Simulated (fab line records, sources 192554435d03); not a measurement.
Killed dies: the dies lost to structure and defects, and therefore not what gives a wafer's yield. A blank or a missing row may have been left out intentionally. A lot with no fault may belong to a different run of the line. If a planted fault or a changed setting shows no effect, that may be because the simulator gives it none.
What tool caused it? ; flow n5Finfet ; 24 lots, 72 wafers sampled, at 2 steps of a route of 1938

## WHAT THE GAUGES SHOWED, per wafer
N5_BEOL_M9_CD_MEAS_28 targets a cd of 70 nm. Usual: cdNm 70.04 nm, standard deviation 0.25.
lot;measured;on;cdNm (nm);flag
L075;day 9 04:32;cdSem-03;70.20 70.27 69.69;
L074;day 9 20:11;cdSem-02;70.24 69.76 70.04;
L076;day 10 04:54;cdSem-02;69.88 69.84 69.96;
L078;day 10 15:56;cdSem-03;70.04 70.07 70.27;
L077;day 10 16:07;cdSem-01;70.19 70.02 70.40;
L079;day 11 07:39;cdSem-02;70.26 70.15 70.04;
L080;day 11 07:41;cdSem-01;69.39 69.73 70.08;
L081;day 11 10:02;cdSem-01;70.16 69.88 70.07;
L083;day 11 13:12;cdSem-02;70.05 70.28 70.47;
L082;day 11 18:39;cdSem-03;70.37 70.11 70.43;
L084;day 11 18:49;cdSem-02;69.66 69.77 69.87;
L086;day 12 19:01;cdSem-02;70.18 70.14 70.69;
L085;day 12 21:13;cdSem-02;70.20 69.74 69.88;
L087;day 12 23:16;cdSem-01;69.72 69.30 70.20;
L088;day 13 03:56;cdSem-01;70.23 69.86 70.06;
L090;day 13 09:51;cdSem-02;69.68 69.98 69.65;
L089;day 13 19:09;cdSem-02;70.17 70.19 70.26;
L091;day 13 22:55;cdSem-01;70.08 70.35 70.38;
L092;day 14 08:54;cdSem-02;69.58 69.87 69.97;
L094;day 14 13:32;cdSem-03;69.81 70.02 69.94;
L093;day 14 14:10;cdSem-03;70.42 70.29 70.72;
L095;day 14 22:04;cdSem-01;70.08 69.63 69.89;
L096;day 14 23:55;cdSem-02;70.08 69.67 69.73;
L097;day 15 01:02;cdSem-02;70.21 70.16 70.21;

N5_BEOL_M9_OVL_MEAS_29. Usual: for V8_OVL the level is 0.0 nm and the standard deviation is 0.59.
lot;measured;on;V8_OVL (nm);flag
L075;day 9 04:34;overlay-01;1.3 1.0 1.0;
L074;day 9 20:13;overlay-01;1.1 0.4 -0.6;
L076;day 10 04:56;overlay-02;-1.0 -0.3 -0.2;
L078;day 10 15:58;overlay-01;0.7 0.5 0.0;
L077;day 10 16:09;overlay-02;-1.1 -0.2 -0.5;
L079;day 11 07:41;overlay-02;-1.0 -0.1 0.1;
L080;day 11 07:44;overlay-02;-0.6 -0.2 -1.5;
L081;day 11 10:04;overlay-01;0.8 0.9 -0.7;
L083;day 11 13:14;overlay-02;-0.2 0.7 0.6;
L082;day 11 18:41;overlay-02;-0.6 -0.3 0.3;
L084;day 11 18:51;overlay-02;-0.9 -1.2 -0.1;
L086;day 12 19:02;overlay-02;0.2 0.0 -0.4;
L085;day 12 21:16;overlay-02;0.0 -0.5 1.4;
L087;day 12 23:17;overlay-02;0.1 -0.6 -0.2;
L088;day 13 03:58;overlay-02;0.5 0.0 -1.2;
L090;day 13 09:53;overlay-01;0.7 -0.5 -0.2;
L089;day 13 19:11;overlay-02;0.9 0.6 -0.5;
L091;day 13 22:58;overlay-02;0.1 -1.1 0.5;
L092;day 14 08:56;overlay-01;0.9 0.2 -0.1;
L094;day 14 13:35;overlay-02;0.4 0.1 0.5;
L093;day 14 14:12;overlay-01;-1.2 0.1 -0.9;
L095;day 14 22:06;overlay-01;1.2 0.5 0.2;
L096;day 14 23:56;overlay-01;0.8 0.1 0.4;
L097;day 15 01:04;overlay-02;-0.2 -0.2 0.8;

## TOOL THAT RAN EACH LOT (tool first, then ch and the chambers of the sampled wafers, then the start)
Record: no process step prior to these readings.

## WHAT THE TOOLS THEMSELVES READ (means of the sampled wafers that have a number; where no wafer has one, the mark that the record gives instead)
The record holds no such reading with a usual standard deviation.

## THE ANSWER, worked out from the rows above alone
Rule: a lot is off if the mean of its wafers that have a number lies more than 3 standard deviations from the usual mean. Also off: a lot with no number at a reading for which 4 or more lots have one. Any other lot the step has rows for is counted as sound. First the gauges in route order, then the tools' own readings, where a lot's mean is used as printed above. At the first step where some lot is off, the reading lying furthest off is the one used; lots without a number count as furthest.
No lot is off on any of the readings shown, so nothing can be concluded from this.

## WHAT THE SIMULATOR HAD INSERTED
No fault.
